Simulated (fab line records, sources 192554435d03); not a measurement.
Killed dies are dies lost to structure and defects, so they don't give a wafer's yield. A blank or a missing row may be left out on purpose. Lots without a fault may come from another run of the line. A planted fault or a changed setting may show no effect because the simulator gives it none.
Chamber matching | flow n5_finfet | N5_BEOL_M4_ILD_DEP_00 on pecvd-03: 3 sister chambers
The step deposits SiOC from DEMS/O2, target thk 79 nm, time 15.3 s. 22 wafers are shown with their chamber, then 11 later ones without.

WAFERS WITH THEIR CHAMBER
wafer  | chamber | showerhead_plenum_p_Torr (Torr) | throttle_valve_pct (%) | heater_power_w (W)
L074.2 | 2       | 5.722                           | 11.3                   | 522
L074.3 | 0       | 5.645                           | 11.6                   | 517
L074.5 | 1       | 5.692                           | 12.3                   | 460
L077.2 | 1       | 5.702                           | 12.4                   | 457
L077.4 | 0       | 5.635                           | 11.8                   | 499
L077.5 | 1       | 5.695                           | 12.1                   | 467
L080.1 | 2       | 5.721                           | 11.0                   | 540
L080.3 | 0       | 5.671                           | 11.9                   | 528
L080.4 | 1       | 5.691                           | 12.6                   | 514
L081.1 | 2       | 5.731                           | 11.2                   | 500
L081.2 | 0       | 5.640                           | 11.6                   | 533
L081.5 | 2       | 5.709                           | 11.3                   | 496
L083.1 | 0       | 5.647                           | 11.9                   | 505
L083.3 | 1       | 5.686                           | 12.2                   | 501
L083.6 | 0       | 5.642                           | 11.6                   | 495
L086.1 | 2       | 5.709                           | 10.4                   | 474
L086.2 | 1       | 5.694                           | 12.2                   | 511
L086.6 | 2       | 5.714                           | 10.9                   | 482
L087.3 | 0       | 5.636                           | 11.6                   | 512
L087.5 | 0       | 5.648                           | 11.6                   | 515
L087.6 | 2       | 5.715                           | 10.5                   | 521
L092.1 | 2       | 5.717                           | 11.1                   | 462

SIGNATURES (means of the wafers above)
reading                  | chamber 0 | chamber 1 | chamber 2 | scatter within a chamber
showerhead_plenum_p_Torr | 5.64550   | 5.69333   | 5.71725   | 0.00864
throttle_valve_pct       | 11.700    | 12.300    | 10.963    | 0.245
heater_power_w           | 513.00    | 485.00    | 499.62    | 22.6
Rule: a wafer's distance from a chamber is the root of the sum, over the readings, of the square of ((its reading less the chamber's mean) divided by the reading's scatter). The wafer belongs to the nearest chamber; if the next one is less than 2 further off, it can't be placed. The scatter: the root of (the sum of the squares of (reading less its chamber's mean) over the shown wafers, divided by (wafers less chambers)).

WAFERS WITHOUT THEIR CHAMBER
wafer  | showerhead_plenum_p_Torr (Torr) | throttle_valve_pct (%) | heater_power_w (W)
L092.2 | 5.647                           | 11.9                   | 447
L092.6 | 5.709                           | 10.9                   | 467
L095.1 | 5.652                           | 11.6                   | 446
L095.2 | 5.724                           | 10.5                   | 519
L095.5 | 5.655                           | 11.8                   | 451
L096.1 | 5.655                           | 11.8                   | 460
L096.5 | 5.718                           | 10.6                   | 433
L096.6 | 5.716                           | 12.7                   | 443
L097.2 | 5.714                           | 12.4                   | 497
L097.5 | 5.697                           | 12.1                   | 490
L097.6 | 5.705                           | 10.8                   | 438

WHICH CHAMBER EACH WENT THROUGH
wafer  | from the rows above | in truth
L092.2 | 0                   | 0
L092.6 | 2                   | 2
L095.1 | 0                   | 0
L095.2 | 2                   | 2
L095.5 | 0                   | 0
L096.1 | 0                   | 0
L096.5 | 2                   | 2
L096.6 | 1                   | 1
L097.2 | 1                   | 1
L097.5 | 1                   | 1
L097.6 | 2                   | 2
Placed correctly: 11 of 11. Can't be placed from these rows: 0. Placed wrongly: 0.
